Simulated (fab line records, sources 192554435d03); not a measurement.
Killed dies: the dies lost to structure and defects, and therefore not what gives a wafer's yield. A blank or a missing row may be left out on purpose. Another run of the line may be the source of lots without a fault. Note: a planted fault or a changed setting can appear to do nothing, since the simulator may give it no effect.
3 desks, one fault / flow n5_finfet / each desk holds nothing but its own numbers, with what lay behind them at the end

DESK OF THE TOOL OWNER: rie_diel-02
The tool's own readings at N5_BEOL_M12_ETCH_38 (etches SiCN in CF4/N2, target depth 68.7 nm, time 73.4 s): means of the sampled wafers that have a number, for each lot that ran on this tool. Marked OUT: a lot whose mean sits more than 4 standard deviations from the usual mean, which makes it out of limits; the brackets give that distance.
Columns: A = drypump_motor_current_A at N5_BEOL_M12_ETCH_38, usual 5.8 A; B = oes_product_au at N5_BEOL_M12_ETCH_38, usual 0.83 a.u.; C = rf_vpp_V at N5_BEOL_M12_ETCH_38, usual 382.9 V; D = showerhead_plenum_p_Torr at N5_BEOL_M12_ETCH_38, usual 2.23 Torr; E = throttle_valve_pct at N5_BEOL_M12_ETCH_38, usual 15.34 %
lot=L252; first seen here=day 13 12:34; A=5.8; B=0.81; C=382.9; D=2.23; E=15.19
lot=L254; first seen here=day 14 17:33; A=5.8; B=1.24 (+6.3) OUT; C=382.6; D=2.23; E=15.31
Finding of this desk: L254 out of limits; the first was L254 at day 14 17:33, on oes_product_au at N5_BEOL_M12_ETCH_38. Within limits: L252.

THE DEFECT DESK
What the inspections along the route counted, lot by lot: means of the sampled wafers that have a number. Marked OUT: a lot whose mean sits more than 4 standard deviations from the usual mean, which makes it out of limits; the brackets give that distance.
Columns: A = raw_defect_count at N5_BEOL_M12_INSPECT_30, usual 1.9
lot=L252; first seen here=day 13 07:15; A=1.0
lot=L251; first seen here=day 13 15:15; A=2.3
lot=L254; first seen here=day 14 15:17; A=1.0
lot=L261; first seen here=day 15 15:20; A=1.7
lot=L262; first seen here=day 16 07:01; A=3.7
This desk found nothing out of limits on any of the 5 lots.

AT THE METROLOGY DESK
What the gauges read, lot by lot, whatever tool the lot ran on: means of the sampled wafers that have a number. Marked OUT: a lot whose mean sits more than 4 standard deviations from the usual mean, which makes it out of limits; the brackets give that distance.
Columns: A = cd_nm at N5_BEOL_M12_CD_MEAS_28, usual 159.9 nm; B = M12_OVL at N5_BEOL_M12_OVL_MEAS_29, usual -4 nm; C = trench_depth_nm at N5_BEOL_M12_OCD_MEAS_35, usual 319 nm; D = M12_THK at N5_BEOL_M12_THK_MEAS_50, usual 320 nm
lot=L252; first seen here=day 13 07:11; A=159.1; B=-11; C=316; D=320
lot=L251; first seen here=day 13 15:12; A=162.1; B=-3; C=321; D=319
lot=L254; first seen here=day 14 15:14; A=160.9; B=-9; C=324; D=326
lot=L261; first seen here=day 15 15:16; A=157.1; B=1; C=319; D=319
lot=L262; first seen here=day 16 06:58; A=158.6; B=3; C=322; D=327
This desk found nothing out of limits on any of the 5 lots.

PUT TOGETHER
The tool owner's desk had the chance to raise an alarm at day 14 17:33 on L254.
No out-of-limits result turned up at the defect desk.
At the metrology desk, nothing out of limits was observed.
The defect desk has L254 on record, within its limits.
The metrology desk has L254 on record, within its limits.
All the named lots went through N5_BEOL_M12_ETCH_38 on rie_diel-02.

WHAT THE SIMULATOR HAD INSERTED
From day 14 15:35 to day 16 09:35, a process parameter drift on rie_diel-02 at N5_BEOL_M12_ETCH_38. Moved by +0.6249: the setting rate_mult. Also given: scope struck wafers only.
Struck lots among those shown: L254.
Delay in hours, fault start to first out-of-limits reading, by desk: the tool owner's desk at 2.
